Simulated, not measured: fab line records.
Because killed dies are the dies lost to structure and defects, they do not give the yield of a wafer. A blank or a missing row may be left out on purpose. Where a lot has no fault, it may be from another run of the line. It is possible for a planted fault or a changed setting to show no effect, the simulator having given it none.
A lot that was struck, set against a sound lot / flow nand-harc / 14 steps out of a route of 1302
Sound: these wafers, L595.3, L595.4, L595.5. Struck: wafer L602.4. (L602.2 of the same lot was not struck and is left out.) The cause comes at the end.
For every step that has rows: the tool of each side, followed by ch and its chambers, followed by its first start. Under that, the readings that differ: sound wafers / struck wafers / difference of the means / sigmas: that difference in standard deviations of wafers without a fault.
alike: readings whose means differ by less than 2 such deviations, and words and numbers that are the same on both sides. not compared: withheld readings, readings that some wafer has no value for, bounds like >300 that may hide the same value, and numbers for which the record gives no deviation and whose values overlap.
Wherever a step has rows on one side only, a row that says differs or no value, or a row with sigmas, the two part there. Non-overlapping numbers with no deviation appear without sigmas and do not part them. Lack of a reading on every wafer of one side parts them only where that side has two or more wafers.

first, 7 steps without rows for these wafers: NHARC_A_CONTACT_COAT_35 (time 65 s); NHARC_A_CONTACT_COAT_36 (resist thk 90 nm); NHARC_A_CONTACT_SOFTBAKE_37 (time 55 s); NHARC_A_CONTACT_EBR_38; NHARC_A_CONTACT_EXPOSE_39 (exposes mask A CC 3); NHARC_A_CONTACT_PEB_40 (peb time 65 s); NHARC_A_CONTACT_DEVELOP_41 (develop time 35 s).
NHARC_A_CONTACT_CD_MEAS_42 targets a cd of 300 nm.
  sound on cd-sem-03 ch 0, day 23 13:01; struck on cd-sem-01 ch 0, day 25 18:38
  alike: cd-nm
NHARC_A_CONTACT_OVL_MEAS_43:
  sound on overlay-01, day 23 13:06; struck on overlay-02, day 25 18:44
  alike: overlay-x-nm, overlay-y-nm
NHARC_A_CONTACT_INSPECT_44:
  sound on defect-inspect-01, day 23 13:08; struck on defect-inspect-02, day 25 18:46
  alike: raw-defect-count
NHARC_A_CONTACT_DESCUM_47: chemistry O2, time 3 s.
  sound on rie-diel-12 ch 0,1, day 23 13:12; struck on rie-diel-12 ch 1, day 25 18:49
  alike: drypump-motor-current-A, oes-product-au, rf-vpp-V, showerhead-plenum-p-Torr, throttle-valve-pct
  not compared: rf-hours-counter-h
NHARC_A_CONTACT_ETCH_48: etches the open film in CF4, target depth 39 nm, time 65 s.
  sound on rie-diel-12 ch 1,2,3, day 23 13:18; struck on rie-diel-12 ch 3, day 25 18:55
  alike: bias-w, drypump-motor-current-A, oes-product-au, rf-vpp-V, run-length-s, showerhead-plenum-p-Torr, throttle-valve-pct
  not compared: rf-hours-counter-h
NHARC_A_CONTACT_ETCH_49: etches the open film in N2/H2, target depth 260 nm, time 475.3 s.
  sound on rie-diel-12 ch 0,1,3, day 23 13:25; struck on rie-diel-12 ch 1, day 25 19:02
reading=run-length-s (s); sound=496.9 496.8 497.0; struck=162.7; difference=-334.2; sigmas=-99 or more
  alike: drypump-motor-current-A, oes-product-au, rf-vpp-V, showerhead-plenum-p-Torr, throttle-valve-pct
  not compared: bias-w, rf-hours-counter-h
NHARC_A_CONTACT_ETCH_50: etches the open film in CF4/CHF3, target depth 121 nm, time 60.5 s.
  sound on rie-diel-12 ch 0,1; struck on rie-diel-12 ch 1
  alike: bias-w, drypump-motor-current-A, oes-product-au, rf-vpp-V, run-length-s, showerhead-plenum-p-Torr, throttle-valve-pct
  not compared: rf-hours-counter-h

## WHERE THEY PART
Only at NHARC_A_CONTACT_ETCH_49, within this record. Later steps at which nothing parts them and some readings are alike: NHARC_A_CONTACT_ETCH_50.

WHY: what the simulator had put in
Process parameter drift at NHARC_A_CONTACT_ETCH_49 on rie-diel-12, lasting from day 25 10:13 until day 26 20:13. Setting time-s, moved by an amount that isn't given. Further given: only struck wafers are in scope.
